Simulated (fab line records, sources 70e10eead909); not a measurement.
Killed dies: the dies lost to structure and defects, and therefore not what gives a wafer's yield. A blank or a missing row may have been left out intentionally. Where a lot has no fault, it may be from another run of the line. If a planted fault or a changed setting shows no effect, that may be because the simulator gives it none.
The tool behind it: which one? + flow nand_harc + 13 lots with 39 wafers sampled at 5 steps, on a route of 1302 steps

== WHAT THE GAUGES READ, wafer by wafer ==
NHARC_HYBRID_BOND_INSPECT_06: inspects for defects (ir void).
| lot  | measured     | on                | raw_defect_count |
|------|--------------|-------------------|------------------|
| L401 | day 24 07:46 | defect_inspect-01 | 28 16 23         |
| L404 | day 25 06:28 | defect_inspect-02 | 72 75 76         |
| L405 | day 25 14:22 | defect_inspect-01 | 76 80 77         |
| L407 | day 26 06:11 | defect_inspect-01 | 77 83 50         |
| L408 | day 26 18:01 | defect_inspect-02 | 157 159 156      |
| L409 | day 27 11:28 | defect_inspect-01 | 25 40 42         |
| L413 | day 27 23:37 | defect_inspect-01 | 55 50 52         |
| L411 | day 28 19:36 | defect_inspect-01 | 76 84 65         |
| L414 | day 29 08:38 | defect_inspect-01 | 98 102 100       |
| L421 | day 31 23:34 | defect_inspect-02 | 71 74 65         |
| L422 | day 31 23:34 | defect_inspect-01 | 92 100 82        |
| L423 | day 32 14:01 | defect_inspect-01 | 141 129 130      |
| L424 | day 33 23:04 | defect_inspect-01 | 17 38 22         |

NHARC_END_SORT_01.
| lot  | measured     | on        | defect_limited_yield (%) | killed_at_array | killed_at_other | killed_at_periphery | killed_dies | killed_open | killed_short |
|------|--------------|-----------|--------------------------|-----------------|-----------------|---------------------|-------------|-------------|--------------|
| L413 | day 28 20:43 | prober-02 | 92.6 93.8 94.1           | 40 33 33        | 0 0 1           | 10 9 6              | 50 42 40    | 3 2 5       | 4 5 2        |
| L411 | day 29 17:01 | prober-01 | 84.3 86.4 87.9           | 50 30 38        | 55 57 41        | 1 5 3               | 106 92 82   | 2 2 8       | 3 2 0        |
| L414 | day 30 02:23 | prober-02 | 78.7 83.8 84.3           | 49 48 48        | 93 57 56        | 2 5 2               | 144 110 106 | 3 3 0       | 4 2 1        |

== WHAT TOOL EACH LOT RAN ON (gives the tool, then ch and the chambers of the sampled wafers, and finally the start) ==
| lot  | NHARC_THIN_TSV_PRECLEAN_41          | NHARC_THIN_TSV_PVD_19                   | NHARC_THIN_TSV_DESCUM_35           |
|------|-------------------------------------|-----------------------------------------|------------------------------------|
| L401 | wet_bench-08 ch 1,3,5, day 24 09:28 | pvd_sputter-03, day 24 16:28 or earlier | rie_diel-02 ch 0,1,2, day 24 16:28 |
| L404 | wet_bench-10 ch 2,5,6, day 25 08:10 | pvd_sputter-03, day 25 15:13 or earlier | rie_diel-13 ch 0,2,3, day 25 15:13 |
| L405 | wet_bench-08 ch 1,4,6, day 25 16:03 | pvd_sputter-01, day 25 23:04 or earlier | rie_diel-02 ch 0,1,3, day 25 23:04 |
| L407 | wet_bench-08 ch 0,3,4, day 26 09:04 | pvd_sputter-02, day 26 16:01 or earlier | rie_diel-13 ch 0,1, day 26 16:01   |
| L408 | wet_bench-08 ch 3,5,6, day 26 19:42 | pvd_sputter-01, day 27 02:50 or earlier | rie_diel-01 ch 0,1,2, day 27 02:50 |
| L409 | wet_bench-08 ch 1,2,6, day 27 13:13 | pvd_sputter-01, day 27 20:28 or earlier | rie_diel-13 ch 0,2, day 27 20:28   |
| L413 | wet_bench-10 ch 3,6,7, day 28 02:32 | pvd_sputter-03, day 28 09:32 or earlier | rie_diel-01 ch 1,2,3, day 28 09:32 |
| L411 | wet_bench-08 ch 0,2,6, day 28 22:29 | pvd_sputter-01, day 29 05:32 or earlier | rie_diel-13 ch 0,1,3, day 29 05:32 |
| L414 | wet_bench-08 ch 1,5,6, day 29 10:20 | pvd_sputter-03, day 29 17:28 or earlier | rie_diel-01 ch 0,2,3, day 29 17:28 |
| L421 | wet_bench-08 ch 3,4,7, day 32 01:33 | pvd_sputter-03, day 32 08:49 or earlier | rie_diel-13 ch 0,3, day 32 08:49   |
| L422 | wet_bench-10 ch 2,3,5, day 32 02:44 | pvd_sputter-03, day 32 09:58 or earlier | rie_diel-01 ch 0,1,2, day 32 09:58 |
| L423 | wet_bench-10 ch 0,6,7, day 32 15:43 | pvd_sputter-03, day 32 22:51 or earlier | rie_diel-02 ch 0,2,3, day 32 22:51 |
| L424 | wet_bench-08 ch 1,3,7, day 34 01:59 | pvd_sputter-01, day 34 09:02 or earlier | rie_diel-13 ch 1,2, day 34 09:02   |
- NHARC_THIN_TSV_PRECLEAN_41: cleans in SC1.
- NHARC_THIN_TSV_PVD_19: deposits TaN, target thk 20 nm.
- NHARC_THIN_TSV_DESCUM_35: chemistry O2, time 3 s.

== AS READ BY THE TOOLS THEMSELVES (means over the sampled wafers that have a number; for cases with no such wafer, the mark the record gives instead) ==
NHARC_THIN_TSV_PRECLEAN_41.
| lot  | tool         | nh4oh_flow_mL_min | sc1_h2o2_end_mol_l |
|------|--------------|-------------------|--------------------|
| L401 | wet_bench-08 | 28.35             | 0.3697             |
| L404 | wet_bench-10 | 28.28             | 0.3706             |
| L405 | wet_bench-08 | 28.36             | 0.3691             |
| L407 | wet_bench-08 | 28.25             | 0.3695             |
| L408 | wet_bench-08 | 28.31             | 0.3703             |
| L409 | wet_bench-08 | 28.27             | 0.3702             |
| L413 | wet_bench-10 | 28.36             | 0.3697             |
| L411 | wet_bench-08 | 28.38             | 0.3705             |
| L414 | wet_bench-08 | 28.21             | 0.3696             |
| L421 | wet_bench-08 | 28.24             | 0.3701             |
| L422 | wet_bench-10 | 28.26             | 0.3700             |
| L423 | wet_bench-10 | 28.33             | 0.3697             |
| L424 | wet_bench-08 | 28.27             | 0.3699             |

NHARC_THIN_TSV_PVD_19.
| lot  | tool           | throttle_valve_pct (%) |
|------|----------------|------------------------|
| L401 | pvd_sputter-03 | 30.0                   |
| L404 | pvd_sputter-03 | 30.0                   |
| L405 | pvd_sputter-01 | 29.5                   |
| L407 | pvd_sputter-02 | 29.3                   |
| L408 | pvd_sputter-01 | 30.0                   |
| L409 | pvd_sputter-01 | 28.9                   |
| L413 | pvd_sputter-03 | 30.1                   |
| L411 | pvd_sputter-01 | 30.1                   |
| L414 | pvd_sputter-03 | 30.0                   |
| L421 | pvd_sputter-03 | 30.5                   |
| L422 | pvd_sputter-03 | 29.8                   |
| L423 | pvd_sputter-03 | 30.4                   |
| L424 | pvd_sputter-01 | 30.4                   |

NHARC_THIN_TSV_DESCUM_35.
| lot  | tool        | drypump_motor_current_A (A) | mfc_ar_sccm (sccm) | oes_product_au (a.u.) | rf_vpp_V (V) | showerhead_plenum_p_Torr (Torr) | throttle_valve_pct (%) |
|------|-------------|-----------------------------|--------------------|-----------------------|--------------|---------------------------------|------------------------|
| L401 | rie_diel-02 | 6.0                         | 0.017              | 1.005                 | 57.9         | 1.84                            | 11.309                 |
| L404 | rie_diel-13 | 5.9                         | 0.000              | 0.989                 | 57.9         | 1.92                            | 11.320                 |
| L405 | rie_diel-02 | 5.9                         | 0.017              | 1.015                 | 57.4         | 1.84                            | 11.316                 |
| L407 | rie_diel-13 | 6.0                         | 0.010              | 0.994                 | 58.3         | 1.92                            | 11.312                 |
| L408 | rie_diel-01 | 5.5                         | 0.020              | 0.986                 | 57.3         | 1.92                            | 11.314                 |
| L409 | rie_diel-13 | 6.1                         | 0.000              | 0.987                 | 58.3         | 1.85                            | 11.315                 |
| L413 | rie_diel-01 | 5.7                         | 0.010              | 0.997                 | 57.9         | 1.90                            | 11.314                 |
| L411 | rie_diel-13 | 5.8                         | 0.010              | 0.992                 | 57.9         | 1.94                            | 11.311                 |
| L414 | rie_diel-01 | 5.8                         | 0.010              | 1.004                 | 57.7         | 1.88                            | 11.316                 |
| L421 | rie_diel-13 | 5.9                         | 0.000              | 0.998                 | 56.6         | 1.97                            | 11.315                 |
| L422 | rie_diel-01 | 5.5                         | 0.020              | 0.993                 | 58.1         | 1.92                            | 11.316                 |
| L423 | rie_diel-02 | 5.9                         | 0.011              | 1.014                 | 58.3         | 1.87                            | 11.322                 |
| L424 | rie_diel-13 | 5.9                         | 0.010              | 0.989                 | 57.7         | 1.82                            | 11.316                 |

== THE ANSWER, worked out from the rows above alone ==
Rule: what is usual is taken from the lots themselves. Put in order of their means at a reading, lots are off if they are a third of the lots or fewer, leave a main group of 4 or more, and stand apart from it by a gap of 3 or more times the standard deviation of the main group's means; of several such gaps the widest counts. The tables above print the reading to a certain number of digits; a main group whose means all agree to those digits is not used. A lot without any number at a reading at which 4 lots or more have one is off too. All remaining lots with rows at the step are treated as sound. The gauges are gone through in route order, then the tools' own readings, and for those a lot's mean is taken as printed above. The first step at which some lot is off is used, and at that step the reading that is off furthest; a lot without a number counts as furthest.
No lot is off at any reading shown: from this, nothing can be told.

== WHAT THE SIMULATOR HAD INSERTED ==
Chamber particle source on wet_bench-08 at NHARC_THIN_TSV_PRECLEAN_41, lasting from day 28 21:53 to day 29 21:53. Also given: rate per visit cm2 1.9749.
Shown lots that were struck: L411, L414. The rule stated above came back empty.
